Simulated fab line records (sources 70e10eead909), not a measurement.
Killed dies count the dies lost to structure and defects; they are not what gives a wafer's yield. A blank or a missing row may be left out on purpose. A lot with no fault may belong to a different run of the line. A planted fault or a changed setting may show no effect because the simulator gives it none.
Matching of chambers / flow nand harc / 3 sister chambers for NHARC_A_CHANNEL_HOLE_D1_DEP_01 on pecvd-01
The step deposits SiON, target thk 140 nm. 6 wafers are shown with their chamber, then 8 later ones without.

== WAFERS PAIRED WITH THEIR CHAMBERS ==
wafer=L534.6; chamber=2; heater power w (W)=690
wafer=L533.4; chamber=2; heater power w (W)=670
wafer=L543.1; chamber=1; heater power w (W)=609
wafer=L543.3; chamber=0; heater power w (W)=898
wafer=L543.5; chamber=1; heater power w (W)=602
wafer=L547.1; chamber=0; heater power w (W)=787

== WAFERS WITH NO CHAMBER GIVEN ==
wafer=L547.2; heater power w (W)=650
wafer=L547.3; heater power w (W)=727
wafer=L548.1; heater power w (W)=662
wafer=L548.3; heater power w (W)=651
wafer=L548.5; heater power w (W)=688
wafer=L550.2; heater power w (W)=633
wafer=L550.3; heater power w (W)=632
wafer=L550.6; heater power w (W)=654

== THE CHAMBER EACH PASSED THROUGH ==
wafer=L547.2; from the rows above=can't be placed: 2 or 1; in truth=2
wafer=L547.3; from the rows above=can't be placed: 2 or 0 or 1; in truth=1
wafer=L548.1; from the rows above=can't be placed: 2 or 1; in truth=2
wafer=L548.3; from the rows above=can't be placed: 2 or 1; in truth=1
wafer=L548.5; from the rows above=can't be placed: 2 or 1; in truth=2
wafer=L550.2; from the rows above=can't be placed: 1 or 2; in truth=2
wafer=L550.3; from the rows above=can't be placed: 1 or 2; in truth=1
wafer=L550.6; from the rows above=can't be placed: 2 or 1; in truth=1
0 of 8 placed correctly. Cannot be placed on the basis of these rows: 8; the candidates contain the true chamber in 8. Placed wrongly: 0.
How it was worked out, from the rows above alone: a wafer's distance from a chamber is the root of the sum, over the readings, of the square of ((its reading less the chamber's mean) divided by the reading's scatter). The wafer belongs to the nearest chamber; if the next one is less than 2 further off, it can't be placed. Each chamber's mean is taken over the wafers shown for it. The scatter is the square root of a quotient: the sum, over the shown wafers, of each reading's squared deviation from its chamber's mean, divided by wafers minus chambers.
